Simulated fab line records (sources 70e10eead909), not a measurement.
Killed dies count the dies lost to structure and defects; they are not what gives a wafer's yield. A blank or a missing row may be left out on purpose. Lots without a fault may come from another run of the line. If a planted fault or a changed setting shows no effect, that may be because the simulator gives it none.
Matching of chambers	flow nand-harc	rie-diel-13 running NHARC_A_CONTACT_ETCH_92: 4 sister chambers
The step etches the open film in CH3F/O2, target depth 40 nm, time 85.7 s. 14 wafers are shown with their chamber, then 7 later ones without.

WAFERS, EACH WITH ITS CHAMBER
wafer	chamber	showerhead-plenum-p-Torr (Torr)	drypump-motor-current-A (A)	rf-vpp-V (V)
L084.2	2	2.40	5.3	242.8
L084.3	1	2.44	6.1	243.9
L084.5	2	2.40	5.4	244.2
L085.2	2	2.40	5.3	243.2
L085.3	1	2.43	6.2	244.1
L085.5	3	2.66	5.5	247.5
L088.1	1	2.43	6.1	245.0
L088.3	2	2.40	5.4	244.8
L088.6	0	2.63	5.9	246.3
L089.2	1	2.43	6.2	243.5
L089.5	0	2.63	5.9	247.1
L089.6	1	2.43	6.2	244.4
L091.2	1	2.43	6.1	244.4
L091.4	3	2.66	5.5	247.6

SIGNATURES, as means of the wafers listed above
reading	chamber 0	chamber 1	chamber 2	chamber 3	scatter within a chamber
showerhead-plenum-p-Torr	2.6300	2.4317	2.4000	2.6600	0.00289
drypump-motor-current-A	5.900	6.150	5.350	5.500	0.05
rf-vpp-V	246.700	244.217	243.750	247.550	0.644
Rule: distance of a wafer from a chamber = root of the sum over the readings of ((wafer's reading minus chamber's mean) / reading's scatter) squared. If the next closest chamber is less than 2 further off than the closest, the wafer can't be placed; otherwise it belongs to the closest. How the scatter is found: for the shown wafers, subtract from each reading the mean of its chamber, square and add these, divide the total by (wafers less chambers), then take the root.

WAFERS MISSING THEIR CHAMBER
wafer	showerhead-plenum-p-Torr (Torr)	drypump-motor-current-A (A)	rf-vpp-V (V)
L091.6	2.43	6.1	244.2
L092.2	2.40	5.4	243.0
L092.4	2.66	5.5	245.9
L092.6	2.66	5.5	246.0
L092.1	2.43	6.1	243.4
L092.3	2.63	5.9	247.2
L092.5	2.40	5.4	243.9

CHAMBER TAKEN BY EACH
wafer	from the rows above	in truth
L091.6	1	1
L092.2	2	2
L092.4	3	3
L092.6	3	3
L092.1	1	1
L092.3	0	0
L092.5	2	2
7 of 7 placed correctly. Number that these rows cannot place: 0. Number placed wrongly: 0.
